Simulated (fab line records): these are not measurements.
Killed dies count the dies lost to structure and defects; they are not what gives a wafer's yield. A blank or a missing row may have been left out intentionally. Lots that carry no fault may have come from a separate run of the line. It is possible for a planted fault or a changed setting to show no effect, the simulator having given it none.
Which tool was responsible? -- flow nandHarc -- Sampling: 13 lots, 38 wafers, 5 of 1302 route steps

## WHAT EACH GAUGE READ, for each wafer
NHARC_A_DECK1_JOINT_INSPECT_05.
lot,measured,on,rawDefectCount
L747,day 12 17:40,defectInspect-02,344 219 398
L748,day 13 02:52,defectInspect-02,260 312 324
L750,day 13 10:49,defectInspect-01,308 560 1009
L751,day 14 15:25,defectInspect-02,187 357 493
L752,day 14 15:25,defectInspect-01,581 536 544
L754,day 15 12:08,defectInspect-01,653 347
L755,day 15 19:13,defectInspect-01,455 388 322
L764,day 19 06:23,defectInspect-02,254 232 319
L765,day 19 18:37,defectInspect-01,236 282 319
L766,day 20 10:40,defectInspect-01,426 477 335
L767,day 20 19:30,defectInspect-02,597 526 472
L768,day 21 05:26,defectInspect-02,272 504 293
L769,day 21 18:16,defectInspect-02,422 789 678

NHARC_A_ONON_D2_THK_MEAS_02: measures by ellipsometry.
lot,measured,on,thkNm (nm)
L747,day 12 18:14,filmMetro-01,1023 1020 1019
L748,day 13 03:27,filmMetro-01,1013 1013 1013
L750,day 13 11:25,filmMetro-02,1008 1008 1008
L751,day 14 16:01,filmMetro-02,1003 1003 1004
L752,day 14 16:00,filmMetro-01,1001 1001 1002
L754,day 15 12:43,filmMetro-01,1581 1582
L755,day 15 19:48,filmMetro-02,1584 1012 1013
L764,day 19 06:58,filmMetro-02,997 995 997
L765,day 19 19:16,filmMetro-02,983 984 984
L766,day 20 11:14,filmMetro-02,1005 1003 1003
L767,day 20 20:05,filmMetro-01,992 992 991
L768,day 21 06:01,filmMetro-02,988 987 987
L769,day 21 18:50,filmMetro-02,1001 1000 1000

NHARC_END_SORT_01.
lot,measured,on,killedAtArray,killedAtOther,killedAtPeriphery,killedDies,killedOpen,killedShort
L754,day 28 06:05,prober-01,676 675,0 1,1 1,677 677,3 5,3 3
L755,day 27 22:20,prober-01,672 55 57,0 0 1,5 1 4,677 56 62,5 4 2,3 1 2

## WHAT TOOL EACH LOT RAN ON (gives the tool, then ch and the chambers of the sampled wafers, and finally the start)
lot,NHARC_A_CHANNEL_FILL_D1_STRIP_29,NHARC_A_ONON_D2_DEP_00
L747,"rieDiel-11 ch 1,2, day 12 17:40 or earlier","pecvdOnon-04 ch 0, day 12 17:43"
L748,"rieDiel-11 ch 0,1,3, day 13 02:52 or earlier","pecvdOnon-02 ch 0, day 13 02:56"
L750,"rieDiel-06 ch 0,2,3, day 13 10:49 or earlier","pecvdOnon-02 ch 0, day 13 10:53"
L751,"rieDiel-06 ch 1,2, day 14 15:25 or earlier","pecvdOnon-04 ch 0, day 14 15:32"
L752,"rieDiel-02 ch 1,2,3, day 14 15:25 or earlier","pecvdOnon-02 ch 0, day 14 15:36"
L754,"rieDiel-06 ch 0,2, day 13 17:59","pecvdOnon-02 ch 0, day 15 12:16"
L755,"rieDiel-02 ch 1,3, day 15 19:13 or earlier","pecvdOnon-02 ch 0, day 15 19:20"
L764,"rieDiel-06 ch 1,2, day 19 06:23 or earlier","pecvdOnon-04 ch 0, day 19 06:35"
L765,"rieDiel-06 ch 1,2,3, day 19 18:37 or earlier","pecvdOnon-02 ch 0, day 19 18:52"
L766,"rieDiel-06 ch 0,2, day 18 14:22","pecvdOnon-02 ch 0, day 20 10:44"
L767,"rieDiel-02 ch 1,2, day 20 19:30 or earlier","pecvdOnon-02 ch 0, day 20 19:38"
L768,"rieDiel-06 ch 0,2, day 21 05:26 or earlier","pecvdOnon-02 ch 0, day 21 05:34"
L769,"rieDiel-02 ch 0,1,2, day 20 00:57","pecvdOnon-01 ch 0, day 21 18:20"
- NHARC_A_CHANNEL_FILL_D1_STRIP_29: strips in O2, time 20 s.
- NHARC_A_ONON_D2_DEP_00: target thk 1000 nm.

## WHAT THE TOOLS THEMSELVES READ (means of the sampled wafers that have a number; where no wafer has one, the mark that the record gives instead)
NHARC_A_CHANNEL_FILL_D1_STRIP_29.
lot,tool,drypumpMotorCurrentA (A),oesProductAu (a.u.),rfVppV (V),showerheadPlenumPTorr (Torr),throttleValvePct (%)
L747,rieDiel-11,5.9,0.991,57.5,3.52,17.035
L748,rieDiel-11,5.6,0.991,57.7,3.61,17.033
L750,rieDiel-06,5.5,1.003,57.7,3.50,17.029
L751,rieDiel-06,5.9,1.004,57.4,3.47,17.035
L752,rieDiel-02,5.7,0.992,58.5,3.44,17.041
L754,rieDiel-06,5.7,0.988,57.5,3.57,17.053
L755,rieDiel-02,5.7,1.005,57.4,3.31,17.039
L764,rieDiel-06,5.9,1.003,57.6,3.49,17.043
L765,rieDiel-06,5.7,0.995,56.2,3.43,17.032
L766,rieDiel-06,5.8,1.002,58.0,3.52,17.031
L767,rieDiel-02,5.6,1.005,58.4,3.56,17.041
L768,rieDiel-06,5.8,0.998,57.9,3.52,17.035
L769,rieDiel-02,5.6,1.005,58.0,3.45,17.043

NHARC_A_ONON_D2_DEP_00.
lot,tool,susceptorTempC (C)
L747,pecvdOnon-04,400.21
L748,pecvdOnon-02,399.89
L750,pecvdOnon-02,400.10
L751,pecvdOnon-04,399.92
L752,pecvdOnon-02,400.00
L754,pecvdOnon-02,400.22
L755,pecvdOnon-02,400.35
L764,pecvdOnon-04,399.65
L765,pecvdOnon-02,400.13
L766,pecvdOnon-02,399.91
L767,pecvdOnon-02,399.90
L768,pecvdOnon-02,399.95
L769,pecvdOnon-01,399.97

## THE ANSWER, worked out from the rows above alone
Rule: what is usual is taken from the lots themselves. Put in order of their means at a reading, lots are off if they are a third of the lots or fewer, leave a main group of 4 or more, and stand apart from it by a gap of 3 or more times the standard deviation of the main group's means; of several such gaps the widest counts. If all means in a main group match to the digits the tables above print for the reading, that group is not used. Also off: a lot with no number at a reading for which 4 or more lots have one. All remaining lots with rows at the step are treated as sound. Order of review: gauges by route order, followed by the tools' own readings, for which a lot's mean as printed above is used. The first step at which some lot is off is used, and at that step the reading that is off furthest; a lot without a number counts as furthest.
Off at NHARC_A_ONON_D2_THK_MEAS_02 (thkNm): L754, L755. The main group has a mean of 1001 nm with a standard deviation of 10.
If a tool, at a process step before that reading, ran all the lots that are off and no sound lot after the first of them, it fits. The gauges at NHARC_A_ONON_D2_THK_MEAS_02 are tried like those tools. With no start given for some of its lots, NHARC_A_CHANNEL_FILL_D1_STRIP_29 uses the hours and lot order of NHARC_A_DECK1_JOINT_INSPECT_05. None of those tried fits.

## WHAT THE SIMULATOR PUT IN
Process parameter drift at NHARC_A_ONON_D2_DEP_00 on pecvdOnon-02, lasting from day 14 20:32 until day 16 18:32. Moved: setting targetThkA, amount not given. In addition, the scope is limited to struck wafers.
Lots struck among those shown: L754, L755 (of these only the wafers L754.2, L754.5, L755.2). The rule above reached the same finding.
